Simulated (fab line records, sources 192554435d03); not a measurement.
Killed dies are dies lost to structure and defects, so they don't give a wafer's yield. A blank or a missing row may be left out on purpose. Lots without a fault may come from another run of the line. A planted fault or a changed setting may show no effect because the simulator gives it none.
A struck lot beside a sound one | flow n5_finfet | 14 steps out of a route of 1938
Sound: wafers L736.2, L736.5, L736.6. Struck: wafer L745.5. (L745.2 of the same lot was not struck and is left out.) The cause comes at the end.
At each step with rows: each side's tool, then ch and its chambers, then its first start. Under that, the readings that differ: sound wafers | struck wafers | difference of the means | sigmas: that difference in standard deviations of wafers without a fault.
alike: readings whose means differ by less than 2 such deviations, and words and numbers that are the same on both sides. not compared: withheld readings, readings that some wafer has no value for, bounds like >300 that may hide the same value, and numbers for which the record gives no deviation and whose values overlap.
The two part at a step that has a row with sigmas, a row that says differs or no value, or rows on one side only. Numbers that don't overlap but have no deviation are shown without sigmas and don't part them. A reading that every wafer of one side lacks parts them only if that side has two wafers or more.

first, 1 step without rows for these wafers: N5_BEOL_M8_TRENCH_ETCH_37 (etches SiCOH lowk in C4F6/O2, target depth 93.478 nm, time 31.2 s).
N5_BEOL_M8_ETCH_41: etches SiCN in CH3F/O2, target depth 31.9 nm, time 57.8 s.
  sound on rie_diel-02 ch 0,3; struck on rie_diel-01 ch 3
  reading             | sound             | struck | difference | sigmas
  O2_flow_sccm (sccm) | 19.96 19.91 19.92 | 20.14  | +0.21      | +3
  alike: drypump_motor_current_A, oes_product_au, rf_vpp_V, showerhead_plenum_p_Torr, throttle_valve_pct
  not compared: rf_hours_counter_h
N5_BEOL_M8_STRIP_80: strips in N2/H2, time 10 s.
  sound on rie_diel-02 ch 0,3; struck on rie_diel-01 ch 3
  reading      | sound          | struck | difference | sigmas
  rf_vpp_V (V) | 58.6 57.7 60.6 | 60.9   | +1.9       | +2
  alike: drypump_motor_current_A, oes_product_au, showerhead_plenum_p_Torr, throttle_valve_pct
  not compared: rf_hours_counter_h
N5_BEOL_M8_OCD_MEAS_38:
  sound on ocd-02, day 10 18:08; struck on ocd-02, day 13 08:14
  alike: trench_depth_nm
then, 4 steps without rows for these wafers: N5_BEOL_M8_HM_STRIP_39 (strips TiN in peroxide tin strip, target depth 25 nm, time 158 s); N5_BEOL_M8_SRD_40 (time 30 s); N5_BEOL_M8_PRECLEAN_42 (cleans in residue remover, time 60 s); N5_BEOL_M8_SRD_43 (time 30 s).
N5_BEOL_M8_CD_MEAS_35: target cd 40 nm.
  sound on cd_sem-03, day 10 18:17; struck on cd_sem-02, day 13 08:24
  reading    | sound          | struck | difference | sigmas
  cd_nm (nm) | 38.8 39.8 39.2 | 40.4   | +1.1       | +2
N5_BEOL_M8_CURE_75: cures SiCOH lowk, time 120 s.
  sound on uv_cure-03 ch 0, day 10 18:35; struck on uv_cure-03 ch 0, day 13 08:32
  reading            | sound             | struck | difference | sigmas
  lamp_power_pct (%) | 52.31 52.30 52.30 | 52.19  | -0.11      | -2
  alike: wafer_temp_C_max
then, 1 step without rows for these wafers: N5_BEOL_M8_DEGAS_44 (time 60 s).
N5_BEOL_M8_PRE_CLEAN_45: time 30 s.
  sound on pvd_sputter-02, day 10 18:58; struck on pvd_sputter-03, day 13 10:29
  alike: heater_power_w
N5_BEOL_M8_ALD_77: deposits TaN, target thk 2 nm, pulse time 2 s, purge time 3 s.
  sound on ald_metal-01 ch 0,1,3, day 10 19:02; struck on ald_metal-01 ch 1, day 13 10:34
  reading                                 | sound    | struck | difference | sigmas
  ald_cycles                              | 40 40 40 | 47     | +7         |
  model.TaN_of_BEOL_M8_ALD_77.thk_nm (nm) | 2 2 2    | 2.4    | +0.4       |
  alike: chamber_pressure_Torr, heater_power_w, precursor_vessel_pressure_torr
N5_BEOL_M8_SURFACE_TREAT_79:
  sound on pvd_sputter-01, day 10 19:22; struck on pvd_sputter-03, day 13 10:56
  not compared: throttle_valve_pct

WHERE THEY PART
First at N5_BEOL_M8_ETCH_41; last, within this record, at N5_BEOL_M8_CURE_75. Later steps at which nothing parts them and some readings are alike: N5_BEOL_M8_PRE_CLEAN_45, N5_BEOL_M8_ALD_77.

WHY: what the simulator had put in
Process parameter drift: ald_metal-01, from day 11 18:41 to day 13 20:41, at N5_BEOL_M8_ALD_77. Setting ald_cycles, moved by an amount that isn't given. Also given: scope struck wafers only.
